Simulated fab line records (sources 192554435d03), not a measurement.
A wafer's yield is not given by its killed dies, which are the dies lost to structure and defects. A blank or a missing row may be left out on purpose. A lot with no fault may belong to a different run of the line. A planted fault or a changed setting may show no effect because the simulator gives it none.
Chamber matching + flow n5-finfet + 4 sister chambers for N5_BEOL_M2_STRIP_36 on rie-diel-02
The step strips in N2/H2. 4 wafers are shown with their chamber, then 9 later ones without.

WAFERS, EACH WITH ITS CHAMBER
| wafer  | chamber | drypump-motor-current-A (A) |
|--------|---------|-----------------------------|
| L081.1 | 3       | 6.1                         |
| L085.5 | 0       | 5.9                         |
| L090.5 | 1       | 5.0                         |
| L090.6 | 2       | 6.1                         |

WAFERS WHOSE CHAMBER IS MISSING
| wafer  | drypump-motor-current-A (A) |
|--------|-----------------------------|
| L091.2 | 6.1                         |
| L091.4 | 6.2                         |
| L091.5 | 5.0                         |
| L092.2 | 5.9                         |
| L092.3 | 6.1                         |
| L092.5 | 5.9                         |
| L097.1 | 5.0                         |
| L097.2 | 5.9                         |
| L097.3 | 6.2                         |

WHICH CHAMBER EACH ONE RAN IN
| wafer  | from the rows above     | in truth |
|--------|-------------------------|----------|
| L091.2 | can't be placed: 2 or 3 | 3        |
| L091.4 | can't be placed: 2 or 3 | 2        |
| L091.5 | 1                       | 1        |
| L092.2 | 0                       | 0        |
| L092.3 | can't be placed: 2 or 3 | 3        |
| L092.5 | 0                       | 0        |
| L097.1 | 1                       | 1        |
| L097.2 | 0                       | 0        |
| L097.3 | can't be placed: 2 or 3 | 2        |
Correctly placed: 5 of 9. From these rows, 4 cannot be placed; in 4 the true chamber is one of the candidates. Number placed wrongly: 0.
How it was worked out, from the rows above alone: a wafer's distance from a chamber is the root of the sum, over the readings, of the square of ((its reading less the chamber's mean) divided by the reading's scatter). If the next closest chamber is less than 2 further off than the closest, the wafer can't be placed; otherwise it belongs to the closest. The mean given for a chamber averages the wafers shown for that chamber. The scatter (one wafer shown for each chamber): square how far every hidden wafer sits from the nearest shown wafer, average those squares and take the square root.
